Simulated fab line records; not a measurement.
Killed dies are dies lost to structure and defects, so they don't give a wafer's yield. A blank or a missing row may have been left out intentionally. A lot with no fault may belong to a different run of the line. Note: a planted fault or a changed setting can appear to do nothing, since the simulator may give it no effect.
Chamber matching	flow nandHarc	pecvd-02 running NHARC_A_STAIRCASE_DEP_301: 3 sister chambers
The step deposits SiON, target thk 30 nm. 16 wafers are shown with their chamber, then 8 later ones without.

== WAFERS WITH THEIR CHAMBER ==
wafer	chamber	heaterPowerW (W)
L075.1	0	711
L075.3	1	845
L075.6	2	659
L079.1	2	617
L079.4	1	867
L079.6	0	724
L080.1	2	663
L080.2	0	624
L080.4	0	643
L082.4	0	707
L082.5	2	598
L082.6	1	872
L086.1	0	740
L086.2	2	685
L086.5	2	701
L090.2	2	678

SIGNATURES (means of the wafers above)
reading	chamber 0	chamber 1	chamber 2	scatter within a chamber
heaterPowerW	691.50	861.33	657.29	38.9
Rule: a wafer lies at a distance from a chamber equal to the root of the sum of squares, over the readings, of (its reading less the chamber's mean, divided by the reading's scatter). If the next closest chamber is less than 2 further off than the closest, the wafer can't be placed; otherwise it belongs to the closest. The scatter: the root of (the sum of the squares of (reading less its chamber's mean) over the shown wafers, divided by (wafers less chambers)).

== WAFERS WITHOUT THEIR CHAMBER ==
wafer	heaterPowerW (W)
L090.4	765
L090.5	672
L095.1	760
L095.3	671
L095.6	711
L096.1	651
L096.4	669
L096.5	649

== CHAMBER TAKEN BY EACH ==
wafer	from the rows above	in truth
L090.4	can't be placed: 0 or 1 or 2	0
L090.5	can't be placed: 2 or 0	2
L095.1	can't be placed: 0 or 1 or 2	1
L095.3	can't be placed: 2 or 0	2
L095.6	can't be placed: 0 or 2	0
L096.1	can't be placed: 2 or 0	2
L096.4	can't be placed: 2 or 0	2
L096.5	can't be placed: 2 or 0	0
Correctly placed: 0 of 8. Can't be placed from these rows: 8 (the true chamber is among the candidates in 8). 0 placed wrongly.
